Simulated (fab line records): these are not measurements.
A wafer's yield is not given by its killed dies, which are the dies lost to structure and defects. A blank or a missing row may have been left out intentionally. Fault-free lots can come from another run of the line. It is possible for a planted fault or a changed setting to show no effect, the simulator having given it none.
Matching of chambers + flow n5Finfet + rieDiel-05 running N5_SDB_ETCH_18: 4 sister chambers
The step etches SOC in N2/H2, target depth 100 nm, overetch 20 nm, time 150 s. 22 wafers are shown with their chamber, then 11 later ones without.

== WAFERS, EACH WITH ITS CHAMBER ==
| wafer  | chamber | showerheadPlenumPTorr (Torr) | throttleValvePct (%) | oesProductAu (a.u.) |
|--------|---------|------------------------------|----------------------|---------------------|
| L076.1 | 0       | 2.71                         | 17.35                | 0.84                |
| L076.3 | 2       | 2.59                         | 17.60                | 0.80                |
| L076.5 | 1       | 2.66                         | 17.91                | 0.66                |
| L077.1 | 0       | 2.71                         | 17.36                | 0.82                |
| L077.2 | 3       | 2.48                         | 17.55                | 0.80                |
| L077.5 | 1       | 2.66                         | 17.93                | 0.66                |
| L078.1 | 3       | 2.48                         | 17.55                | 0.79                |
| L078.3 | 1       | 2.66                         | 17.95                | 0.65                |
| L078.5 | 1       | 2.66                         | 17.92                | 0.65                |
| L081.3 | 0       | 2.70                         | 17.36                | 0.80                |
| L081.4 | 3       | 2.47                         | 17.58                | 0.78                |
| L081.5 | 3       | 2.47                         | 17.56                | 0.79                |
| L082.2 | 2       | 2.58                         | 17.67                | 0.79                |
| L082.3 | 1       | 2.65                         | 17.94                | 0.65                |
| L082.6 | 0       | 2.70                         | 17.38                | 0.80                |
| L085.2 | 1       | 2.65                         | 17.97                | 0.65                |
| L085.4 | 3       | 2.47                         | 17.59                | 0.78                |
| L085.5 | 3       | 2.47                         | 17.59                | 0.77                |
| L086.1 | 3       | 2.47                         | 17.59                | 0.77                |
| L086.2 | 0       | 2.70                         | 17.37                | 0.79                |
| L086.6 | 3       | 2.47                         | 17.60                | 0.78                |
| L087.1 | 3       | 2.47                         | 17.59                | 0.77                |

SIGNATURES, as means of the wafers listed above
| reading               | chamber 0 | chamber 1 | chamber 2 | chamber 3 | scatter within a chamber |
|-----------------------|-----------|-----------|-----------|-----------|--------------------------|
| showerheadPlenumPTorr | 2.7040    | 2.6567    | 2.5850    | 2.4722    | 0.00505                  |
| throttleValvePct      | 17.3640   | 17.9367   | 17.6350   | 17.5778   | 0.0214                   |
| oesProductAu          | 0.8100    | 0.6533    | 0.7950    | 0.7811    | 0.0122                   |
Rule: for a wafer and a chamber, the distance is found by dividing, reading by reading, the gap between the wafer's reading and the chamber's mean by the reading's scatter, squaring, summing and taking the root. If the next closest chamber is less than 2 further off than the closest, the wafer can't be placed; otherwise it belongs to the closest. The scatter is the square root of a quotient: the sum, over the shown wafers, of each reading's squared deviation from its chamber's mean, divided by wafers minus chambers.

== WAFERS MISSING THEIR CHAMBER ==
| wafer  | showerheadPlenumPTorr (Torr) | throttleValvePct (%) | oesProductAu (a.u.) |
|--------|------------------------------|----------------------|---------------------|
| L087.2 | 2.58                         | 17.67                | 0.77                |
| L087.3 | 2.65                         | 17.95                | 0.64                |
| L088.1 | 2.70                         | 17.39                | 0.79                |
| L088.4 | 2.47                         | 17.59                | 0.76                |
| L088.5 | 2.58                         | 17.68                | 0.77                |
| L092.1 | 2.64                         | 17.98                | 0.64                |
| L092.2 | 2.69                         | 17.41                | 0.77                |
| L092.3 | 2.46                         | 17.61                | 0.75                |
| L097.2 | 2.46                         | 17.62                | 0.74                |
| L097.3 | 2.64                         | 18.01                | 0.64                |
| L097.6 | 2.57                         | 17.72                | 0.75                |

== WHICH CHAMBER EACH ONE RAN IN ==
| wafer  | from the rows above | in truth |
|--------|---------------------|----------|
| L087.2 | 2                   | 2        |
| L087.3 | 1                   | 1        |
| L088.1 | 0                   | 0        |
| L088.4 | 3                   | 3        |
| L088.5 | 2                   | 2        |
| L092.1 | 1                   | 1        |
| L092.2 | 0                   | 0        |
| L092.3 | 3                   | 3        |
| L097.2 | 3                   | 3        |
| L097.3 | 1                   | 1        |
| L097.6 | 2                   | 2        |
11 of 11 placed correctly. Left unplaced by these rows: 0. 0 placed wrongly.
